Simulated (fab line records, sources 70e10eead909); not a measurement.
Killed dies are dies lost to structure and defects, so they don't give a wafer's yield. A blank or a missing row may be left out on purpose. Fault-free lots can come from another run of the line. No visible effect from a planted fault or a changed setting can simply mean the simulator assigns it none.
fab line records	flow nandHarc
record lots=6	wafers=18	lastDay=35
route steps=1302 shown A_WL_FILL@960 END@1302
lots untouched by any fault: they come from a run of this same line in which no faults occurred
startH: hours from the record's opening day to when the first of the lot's shown wafers began	waitH: hours since the lot's step before	" the same as in the row above	L1.1+2: several wafers, shown together as one row	- no value, or no start given	* or withheld: withheld	< > ~ a bound
route shown NAME@n: NAME is a module with steps in the file, n the number in the route of the first one	usual: average and standard deviation across the fault-free wafers	same: alike in all rows	chamber/n: place in a boat	sites: per-site readings	_std_site: how widely they spread, as a standard deviation	_edge_site: the outer-site mean with the inner-site mean subtracted	radiusMm: for every site, how far away it sits from the centre of the wafer	mask NAME#n: copy n	behind: the tool/chamber that last shaped the wafer	hold: why the lot was held/for how many hours/how that ended	device: the n, p or np transistor that did not switch	end of line: the route-end tests of the same wafers	a step given without rows: its recipe and nothing more	killed: count of dies lost to structure and defects at first sort (not the wafer's yield)	map: a wafer's dies, x killed, . not, _ none there
set.NAME: setting as actually run; set.NAME@STEP: the setting as run at that earlier step	model.NAME: the simulator's own value behind a step, which no gauge read
a table for each step, a row for each wafer; lots at some steps of the route
services: from which hour (startH, from the record's first day; less than 0 if before it) a tool's chamber was out of use, for how many hours, and why
## steps
# step NHARC_A_WL_FILL_STRIP_28
# recipe timeS=1200	tempC=72.5	chemistry=postEtchResidueRemover
# step NHARC_A_WL_FILL_PRECLEAN_06
# recipe timeS=300	chemistry=DIW
# step NHARC_A_WL_FILL_SRD_07
# step NHARC_A_WL_FILL_ANNEAL_08
# recipe tempC=450	timeS=1800
# step NHARC_A_WL_FILL_ALD_10
# recipe targetThkA=500	pulseTimeS=10	aldCycles=500	tempC=300	material=SiO2
# usual heaterPowerW=465/40	precursorPulseHeightRel=0.996/0.019
# same aldCycles=500
lot.wafer	tool	chamber	startH	waitH	heaterPowerW	precursorPulseHeightRel
L258.3	aldHk-04	0	532.44	0.1	496	0.965
L258.2	"	1	"	"	417	0.981
L258.6	"	0	534.54	2.2	479	0.991
L263.4	aldHk-02	2	586.33	0.8	463	0.980
L263.1	"	3	"	"	481	1.010
L263.6	"	1	587.86	2.3	504	1.024
L264.1	aldHk-02	0	615.98	1.2	527	1.025
L264.4	"	1	617.00	2.2	484	1.029
L264.6	"	0	620.06	5.3	550	1.007
L266.2	aldHk-01	0	619.23	4.4	402	0.963
L266.3	"	1	"	"	426	0.996
L266.4	"	2	"	"	427	0.997
L267.4	aldHk-01	2	628.86	0.6	416	1.010
L267.1	"	3	"	"	493	0.956
L267.5	"	2	630.93	2.6	419	1.018
L274.1	aldHk-01	2	708.08	1.1	408	1.016
L274.5	"	0	709.11	2.1	416	0.957
L274.6	"	1	"	"	421	1.012
# step NHARC_A_WL_FILL_ETCHBACK_16
# recipe targetDepthA=1200	timeS=24	c4f8FlowSccm=withheld	o2FlowSccm=8	arFlowSccm=withheld	rfW=600	biasW=800	chemistry=C4F8/O2/Ar
# usual oesProductAu=0.989/0.022	rfVppV=725/3.5
lot.wafer	tool	chamber	startH	waitH	oesProductAu	rfHoursCounterH	rfVppV
L258.2	rieDiel-12	3	-	-	0.982	2.3	730
L258.3	"	0	"	"	0.981	2.4	721
L258.6	"	1	"	"	0.969	-	723
L263.1	rieDiel-08	3	-	-	0.994	1.2	725
L263.4	"	1	"	"	1.008	1.4	721
L263.6	"	2	"	"	1.008	-	725
L264.1	rieDiel-11	3	-	-	1.002	0.5	731
L264.4	"	2	"	"	0.994	-	730
L264.6	"	3	"	"	1.006	-	730
L266.2	rieDiel-08	1	-	-	1.007	2.5	722
L266.4	"	2	"	"	0.990	2.6	725
L266.3	"	3	"	"	0.983	2.4	726
L267.4	rieDiel-11	0	-	-	0.997	0.2	727
L267.1	"	3	"	"	1.002	0.9	729
L267.5	"	0	"	"	1.003	-	725
L274.1	rieDiel-11	1	-	-	1.010	5.7	722
L274.6	"	1	"	"	0.997	-	722
L274.5	"	2	"	"	1.005	-	730
# step NHARC_A_WL_FILL_STRIP_29
# recipe timeS=20	o2FlowSccm=500	arFlowSccm=0	biasW=0	chemistry=O2
# usual drypumpMotorCurrentA=5.6/0.5	oesProductAu=0.997/0.011	rfVppV=58.0/0.89	showerheadPlenumPTorr=3.61/0.12	throttleValvePct=17.037/0.0089
lot.wafer	tool	chamber	startH	waitH	drypumpMotorCurrentA	oesProductAu	rfHoursCounterH	rfVppV	showerheadPlenumPTorr	throttleValvePct
L258.2	rieDiel-12	2	537.25	0.1	5.2	1.017	2.0	57.1	3.45	17.031
L258.3	"	0	"	"	5.4	0.985	2.4	56.0	3.45	17.033
L258.6	"	1	"	"	5.5	0.994	-	56.3	3.55	17.029
L263.1	rieDiel-08	1	590.52	0.1	5.1	1.001	1.4	57.7	3.45	17.054
L263.4	"	3	"	"	5.5	0.972	1.3	56.9	3.62	17.035
L263.6	"	1	"	"	5.1	1.008	-	58.0	3.45	17.053
L264.1	rieDiel-11	3	622.79	0.1	5.7	1.012	0.5	58.5	3.76	17.036
L264.4	"	2	"	"	6.1	1.007	-	58.5	3.73	17.034
L264.6	"	1	"	"	4.7	1.016	-	58.1	3.49	17.030
L266.4	rieDiel-08	2	623.93	0.1	6.7	1.010	2.6	58.5	3.55	17.032
L266.3	"	3	"	"	5.5	0.982	2.4	57.7	3.62	17.025
L266.2	"	1	"	"	5.1	1.011	2.5	57.4	3.45	17.032
L267.4	rieDiel-11	2	633.09	0.1	6.1	0.992	0.9	58.9	3.74	17.036
L267.1	"	3	"	"	5.7	1.001	0.9	57.7	3.75	17.042
L267.5	"	1	"	"	4.7	1.002	-	58.5	3.49	17.047
L274.1	rieDiel-11	3	711.80	0.1	5.7	0.992	5.4	58.6	3.75	17.034
L274.5	"	2	"	"	6.1	0.995	-	59.7	3.73	17.026
L274.6	"	3	"	"	5.7	1.000	-	58.2	3.75	17.038
# step NHARC_A_WL_FILL_ETCHBACK_17
# recipe targetDepthA=40	timeS=26.7	chemistry=Cl2/BCl3
# usual drypumpMotorCurrentA=5.9/0.48	oesProductAu=0.997/0.0096
lot.wafer	tool	chamber	startH	waitH	drypumpMotorCurrentA	oesProductAu	rfHoursCounterH
L258.2	rieMetal-01	0	537.34	-	6.6	0.986	2.2
L258.3	"	1	"	"	6.4	0.979	-
L258.6	"	0	"	"	6.6	1.002	-
L263.1	rieMetal-03	1	590.62	-	5.6	0.990	1.1
L263.4	"	1	"	"	5.6	1.003	-
L263.6	"	1	"	"	5.6	0.994	-
L264.1	rieMetal-01	0	622.90	-	6.6	0.982	0.3
L264.4	"	0	"	"	6.6	0.979	-
L264.6	"	0	"	"	6.6	0.979	-
L266.2	rieMetal-02	0	624.01	-	5.2	1.013	2.6
L266.3	"	0	"	"	5.2	1.012	-
L266.4	"	1	"	"	5.8	1.002	-
L267.1	rieMetal-03	0	633.17	-	5.9	0.992	2.1
L267.4	"	1	"	"	5.6	1.002	-
L267.5	"	0	"	"	5.9	1.000	-
L274.1	rieMetal-01	1	711.88	-	6.4	1.004	3.1
L274.5	"	1	"	"	6.4	0.997	-
L274.6	"	0	"	"	6.6	0.991	-
# step NHARC_A_WL_FILL_PRECLEAN_18
# recipe timeS=30	chemistry=dHF
# step NHARC_A_WL_FILL_SRD_21
# step NHARC_A_WL_FILL_CVD_23
# recipe targetThkA=400	tempC=620	pressureMtorr=200	timeS=800	material=poly-Si
# step NHARC_A_WL_FILL_ETCHBACK_26
# recipe targetDepthA=520	timeS=13.3	hbrFlowSccm=150	rfW=350	icpW=350	biasW=60	chemistry=HBr
# usual drypumpMotorCurrentA=5.9/0.47	oesProductAu=1.000/0.01	throttleValvePct=23.266/0.0083
lot.wafer	tool	chamber	startH	waitH	drypumpMotorCurrentA	oesProductAu	rfHoursCounterH	throttleValvePct
L258.3	rieSi-03	2	542.63	0.4	5.7	1.006	0.85	23.269
L258.2	"	3	"	"	5.8	1.006	0.78	23.278
L258.6	"	1	"	"	6.1	1.007	-	23.265
L263.4	rieSi-04	2	596.04	0.4	6.5	0.983	0.44	23.263
L263.1	"	0	"	"	6.4	1.013	0.49	23.271
L263.6	"	2	"	"	6.5	0.986	-	23.267
L264.1	rieSi-03	2	626.13	0.4	5.7	0.993	0.29	23.271
L264.4	"	0	"	"	6.5	0.992	0.30	23.261
L264.6	"	2	"	"	5.7	0.999	-	23.271
L266.2	rieSi-04	0	629.18	0.4	6.4	0.830	0.69	23.265
L266.4	"	2	"	"	6.5	0.814	0.69	23.269
L266.3	"	3	"	"	5.6	0.808	0.74	23.278
L267.4	rieSi-04	1	639.25	0.4	5.3	0.829	0.60	23.272
L267.1	"	2	"	"	6.5	0.812	0.73	23.258
L267.5	"	3	"	"	5.6	0.818	-	23.269
L274.1	rieSi-04	3	717.18	0.4	5.6	0.996	0.14	23.256
L274.5	"	3	"	"	5.6	0.997	-	23.277
L274.6	"	0	"	"	6.4	1.012	-	23.272
# step NHARC_A_WL_FILL_PRECLEAN_30
# recipe timeS=10	chemistry=dHF
# step NHARC_END_SORT_01
# recipe tempC=25
# usual killedAtArray=62/22	killedAtOther=1.0/1.4	killedAtPeriphery=4.2/2.8	killedDies=67/23	killedOpen=3.1/1.7	killedShort=2.1/1.5
# same grossDies=677
lot.wafer	tool	chamber	startH	waitH	killedAtArray	killedAtOther	killedAtPeriphery	killedDies	killedOpen	killedShort
L263.1	prober-02	0	675.26	2.5	35	1	1	37	2	2
L263.4	prober-02	0	677.67	3.4	25	2	1	28	3	2
L263.6	prober-02	0	679.28	4.0	49	0	2	51	3	2
L264.1	prober-02	0	706.44	2.5	82	0	9	91	7	0
L264.4	prober-02	0	708.84	3.4	64	0	6	70	2	3
L264.6	prober-02	0	710.45	4.0	74	1	4	79	4	2
L266.2	prober-01	0	715.04	2.8	68	2	8	78	2	3
L266.3	prober-01	0	715.83	3.1	72	1	2	75	3	3
L266.4	prober-01	0	716.63	3.4	82	0	2	84	4	3
# killed by level:class
L263.1 A_CHANNEL_HOLE_D2:chamberFilmFlake=22 A_CHANNEL_HOLE_D1:chamberFilmFlake=4 A_SLIT:chamberFilmFlake=3 A_CONTACT:chamberFilmFlake=2 A_ONON_D2:geometricParticle:short=1 A_WL_FILL:geometricParticle:short=1 A_WL_FILL:geometricParticle:open=1 STARTING-WAFER:geometricParticle:open=1
L263.4 A_CHANNEL_HOLE_D2:chamberFilmFlake=12 A_CHANNEL_HOLE_D1:chamberFilmFlake=3 A_CONTACT:chamberFilmFlake=3 A_M1:chamberFilmFlake=2 P_GATE:geometricParticle:open=1 A_CHANNEL_FILL_D1:geometricParticle:open=1 A_DECK1_JOINT:geometricParticle:open=1 A_M0:geometricParticle:short=1
L263.6 A_CHANNEL_HOLE_D2:chamberFilmFlake=26 A_CHANNEL_HOLE_D1:chamberFilmFlake=8 A_SLIT:chamberFilmFlake=5 A_DECK1_JOINT:chamberFilmFlake=2 A_STAIRCASE:chamberFilmFlake=2 P_CONTACT:geometricParticle:short=1 P_M1:geometricParticle:open=1 A_SOURCE_PLATE:geometricParticle:open=1
L264.1 A_CHANNEL_HOLE_D1:chamberFilmFlake=34 A_CHANNEL_HOLE_D2:chamberFilmFlake=24 A_CONTACT:chamberFilmFlake=5 A_SGD_CUT:chamberFilmFlake=4 A_CHANNEL_FILL_D2:chamberFilmFlake=4 P_STI:chamberFilmFlake=3 P_GATE:chamberFilmFlake=3 A_DECK1_JOINT:chamberFilmFlake=3
L264.4 A_CHANNEL_HOLE_D1:chamberFilmFlake=27 A_CHANNEL_HOLE_D2:chamberFilmFlake=18 A_SLIT:chamberFilmFlake=5 P_GATE:chamberFilmFlake=4 A_SGD_CUT:chamberFilmFlake=4 A_CONTACT:chamberFilmFlake=2 P_M0:geometricParticle:open=1 A_DECK1_JOINT:geometricParticle:short=1
L264.6 A_CHANNEL_HOLE_D1:chamberFilmFlake=33 A_CHANNEL_HOLE_D2:chamberFilmFlake=24 P_STI:chamberFilmFlake=3 A_CHANNEL_FILL_D2:chamberFilmFlake=3 A_SGD_CUT:chamberFilmFlake=3 A_CONTACT:chamberFilmFlake=2 P_GATE:geometricParticle:open=1 A_ONON_D1:geometricParticle:open=1
L266.2 A_SLIT:chamberFilmFlake=31 A_CHANNEL_HOLE_D1:chamberFilmFlake=25 A_CONTACT:chamberFilmFlake=6 P_BONDPAD:chamberFilmFlake=4 P_GATE:geometricParticle:short=1 P_CONTACT:geometricParticle:open=1 P_M0:geometricParticle:open=1 A_ONON_D1:geometricParticle:short=1
L266.3 A_CHANNEL_HOLE_D1:chamberFilmFlake=28 A_SLIT:chamberFilmFlake=28 A_CONTACT:chamberFilmFlake=7 A_CHANNEL_FILL_D1:geometricParticle:short=2 A_DECK1_JOINT:chamberFilmFlake=2 A_WL_FILL:chamberFilmFlake=2 P_GATE:geometricParticle:open=1 A_SOURCE_PLATE:geometricParticle:open=1
L266.4 A_SLIT:chamberFilmFlake=38 A_CHANNEL_HOLE_D1:chamberFilmFlake=30 A_STAIRCASE:chamberFilmFlake=3 A_CONTACT:chamberFilmFlake=3 A_M0:geometricParticle:open=2 P_BONDPAD:chamberFilmFlake=2 A_ONON_D1:geometricParticle:short=1 A_CHANNEL_HOLE_D1:geometricParticle:open=1
## services
tool	chamber	startH	hours	kind
rieMetal-03	-	519.00	9.0	pm
rieSi-04	-	519.00	9.0	pm
rieSi-04	1	530.13	8.4	repair
aldHk-02	-	530.90	10.0	pm
rieDiel-08	-	544.84	9.0	pm
rieMetal-01	-	575.00	9.0	pm
rieSi-03	-	575.00	9.0	pm
rieSi-03	2	588.26	5.0	repair
rieMetal-01	0	590.30	29.2	repair
rieDiel-11	-	609.50	9.0	pm
rieDiel-11	0	619.74	6.2	repair
rieDiel-12	-	622.49	9.0	pm
rieDiel-08	0	627.69	8.6	repair
rieMetal-03	0	634.11	17.5	repair
rieDiel-11	-	641.52	1.1	repair
rieDiel-12	0	643.53	8.0	repair
aldHk-01	-	657.27	10.0	pm
rieSi-03	-	670.90	0.4	repair
rieMetal-03	-	696.00	9.0	pm
rieSi-04	-	696.00	9.0	pm
rieDiel-08	-	697.54	0.7	repair
rieSi-04	2	706.09	2.0	repair
aldHk-02	-	708.90	10.0	pm
rieDiel-11	-	712.77	0.4	repair
## key
firstSign step=NHARC_A_WL_FILL_ETCHBACK_26	reading=oesProductAu	direction=down	sigmas=18	usual=1.000	struck=0.818
effect none on later readings
metAt NHARC_A_WL_FILL_ETCHBACK_26
struckWafers L266.2,L266.3,L266.4,L267.1,L267.4,L267.5
testerLeftOut L266,L267
onsetBetween 596.04 629.18
fault kind=processParameterDrift	tool=rieSi-04	chamber=-	onsetH=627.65	steps=NHARC_A_WL_FILL_ETCHBACK_26	channel=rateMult	offset=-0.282	shape=step	endH=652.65
# testerLeftOut: of these lots the tester's yield and bins aren't shown, on N5 and GAA mostly nor the transistor test; their killed dies are dies lost to structure and defects alone, not to doping, threshold or leakage, so they don't give the yield
